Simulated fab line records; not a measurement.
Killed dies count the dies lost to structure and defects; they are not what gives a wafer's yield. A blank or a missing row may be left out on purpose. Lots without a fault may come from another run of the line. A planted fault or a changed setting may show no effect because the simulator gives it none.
Comparing a struck lot with a sound one | flow nand-harc | 13 steps out of a route of 1302
Sound: the wafers L935.1, L935.2, L935.5. Wafers L954.3, L954.5, L954.6 were the ones struck. The cause is named last.
Each step with rows lists, per side, the tool, then ch with its chambers, then its first start. Under that, the readings that differ: sound wafers | struck wafers | difference of the means | sigmas: that difference in standard deviations of wafers without a fault.
alike: readings whose means differ by less than 2 such deviations, and words and numbers that are the same on both sides. not compared: withheld readings, readings that some wafer has no value for, bounds like >300 that may hide the same value, and numbers for which the record gives no deviation and whose values overlap.
Wherever a step has rows on one side only, a row that says differs or no value, or a row with sigmas, the two part there. Numbers that have no deviation but don't overlap get no sigmas and don't part them. A reading missing from all wafers of one side parts the sides only when that side holds two or more wafers.

first, 1 step without rows for these wafers: NHARC_A_SLIT_SRD_20.
NHARC_A_SLIT_CD_MEAS_21:
  sound: cd-sem-01 at day 20 00:25; struck: cd-sem-03 at day 27 12:58
  alike: cd-nm
then, 3 steps without rows for these wafers: NHARC_A_SIN_REMOVE_WET_00 (chemistry H3PO4, time 15300 s); NHARC_A_SIN_REMOVE_PRECLEAN_01 (cleans in SC1); NHARC_A_SIN_REMOVE_SRD_02.
NHARC_A_SIN_REMOVE_INSPECT_04:
  sound: defect-inspect-01 at day 20 05:46; struck: defect-inspect-02 at day 27 19:10
  alike: raw-defect-count
NHARC_A_WL_FILL_ALD_00: deposits Al2O3, target thk 3 nm, pulse time 3 s, ald cycles 30.
  sound on ald-hk-01 ch 1,2, day 20 05:59; struck on ald-hk-04 ch 0,3, day 27 20:55
  alike: heater-power-w, precursor-pulse-height-rel
NHARC_A_WL_FILL_RTA_01: time 5 s.
  sound on rtp-anneal-01 ch 0, day 20 06:16; struck on rtp-anneal-01 ch 0, day 27 21:14
  alike: lamp-power-pct, lamp_zone_6_pct, lamp_zone_7_pct, wafer_temp_C_max
NHARC_A_WL_FILL_ALD_02: deposits TiN, target thk 2 nm, pulse time 3 s, ald cycles 100.
  sound on ald-metal-03 ch 0,2,3, day 20 06:29; struck on ald-metal-04 ch 0,2,3, day 27 21:31
  alike: heater-power-w, precursor-pulse-height-rel
NHARC_A_WL_FILL_CVD_03: deposits W, target thk 40 nm, time 279 s.
  sound on cvd-w-02 ch 0,1, day 20 07:00; struck on cvd-w-02 ch 0,1, day 27 21:59
  alike: heater-power-w, mfc-ar-sccm, throttle-valve-pct
NHARC_A_WL_FILL_ETCHBACK_04: etches the open film in NF3, target depth 60 nm, time 120 s.
  sound on rie-metal-01 ch 0,1, day 20 07:22; struck on rie-metal-03 ch 0,1, day 27 22:18
  reading          | sound             | struck            | difference | sigmas
  run-length-s (s) | 140.7 140.9 140.5 | 126.6 127.0 126.0 | -14.2      | -29
  alike: drypump-motor-current-A, oes-product-au
  not compared: rf-hours-counter-h
NHARC_A_WL_FILL_ETCHBACK_05: etches the open film in Cl2/BCl3, target depth 22 nm, time 60 s.
  sound on rie-metal-01 ch 0,1, day 20 07:37; struck on rie-metal-03 ch 0,1, day 27 22:29
  reading          | sound          | struck         | difference | sigmas
  run-length-s (s) | 80.6 81.1 80.6 | 81.9 81.0 82.4 | +1.0       | +2
  alike: drypump-motor-current-A, oes-product-au
  not compared: rf-hours-counter-h
then, 1 step without rows for these wafers: NHARC_END_SORT_01.

WHERE THEY PART
First at NHARC_A_WL_FILL_ETCHBACK_04; last, within this record, at NHARC_A_WL_FILL_ETCHBACK_05.

WHY: the cause the simulator had injected
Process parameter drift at NHARC_A_WL_FILL_ETCHBACK_04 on rie-metal-03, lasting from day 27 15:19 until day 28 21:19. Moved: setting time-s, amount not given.
